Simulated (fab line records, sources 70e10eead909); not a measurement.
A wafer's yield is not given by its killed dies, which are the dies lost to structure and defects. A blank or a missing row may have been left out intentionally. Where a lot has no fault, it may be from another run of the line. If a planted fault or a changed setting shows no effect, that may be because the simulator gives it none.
Chamber matching / flow nand_harc / 3 sister chambers for NHARC_A_STAIRCASE_DEP_322 on pecvd-04
The step deposits SiO2, target thk 7200 nm. 6 wafers are shown with their chamber, then 11 later ones without.

## EACH WAFER AND ITS CHAMBER
wafer=L085.2; chamber=2; heater_power_w (W)=594
wafer=L087.6; chamber=2; heater_power_w (W)=568
wafer=L091.2; chamber=0; heater_power_w (W)=699
wafer=L091.4; chamber=1; heater_power_w (W)=748
wafer=L091.5; chamber=0; heater_power_w (W)=632
wafer=L092.2; chamber=1; heater_power_w (W)=863

## WAFERS WITH NO CHAMBER GIVEN
wafer=L092.5; heater_power_w (W)=625
wafer=L092.6; heater_power_w (W)=567
wafer=L093.1; heater_power_w (W)=680
wafer=L093.2; heater_power_w (W)=665
wafer=L093.4; heater_power_w (W)=565
wafer=L094.2; heater_power_w (W)=903
wafer=L094.4; heater_power_w (W)=776
wafer=L094.5; heater_power_w (W)=624
wafer=L096.2; heater_power_w (W)=740
wafer=L096.3; heater_power_w (W)=706
wafer=L096.5; heater_power_w (W)=627

## EACH ONE'S CHAMBER
wafer=L092.5; from the rows above=can't be placed: 0 or 2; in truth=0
wafer=L092.6; from the rows above=can't be placed: 2 or 0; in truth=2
wafer=L093.1; from the rows above=can't be placed: 0 or 2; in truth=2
wafer=L093.2; from the rows above=can't be placed: 0 or 2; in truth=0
wafer=L093.4; from the rows above=can't be placed: 2 or 0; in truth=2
wafer=L094.2; from the rows above=1; in truth=1
wafer=L094.4; from the rows above=can't be placed: 1 or 0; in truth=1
wafer=L094.5; from the rows above=can't be placed: 0 or 2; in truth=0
wafer=L096.2; from the rows above=can't be placed: 1 or 0 or 2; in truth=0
wafer=L096.3; from the rows above=can't be placed: 0 or 1 or 2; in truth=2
wafer=L096.5; from the rows above=can't be placed: 0 or 2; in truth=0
Correctly placed: 1 of 11. Not placeable from these rows: 10 (in 10, the candidates include the true chamber). 0 placed wrongly.
How it was worked out, from the rows above alone: a wafer's distance from a chamber is the root of the sum, over the readings, of the square of ((its reading less the chamber's mean) divided by the reading's scatter). The wafer belongs to the nearest chamber; if the next one is less than 2 further off, it can't be placed. For every chamber, the mean is computed from those of its wafers that are shown. The scatter: take each reading less its chamber's mean, square it, sum over the shown wafers, divide by the number of wafers less the number of chambers, and take the root.
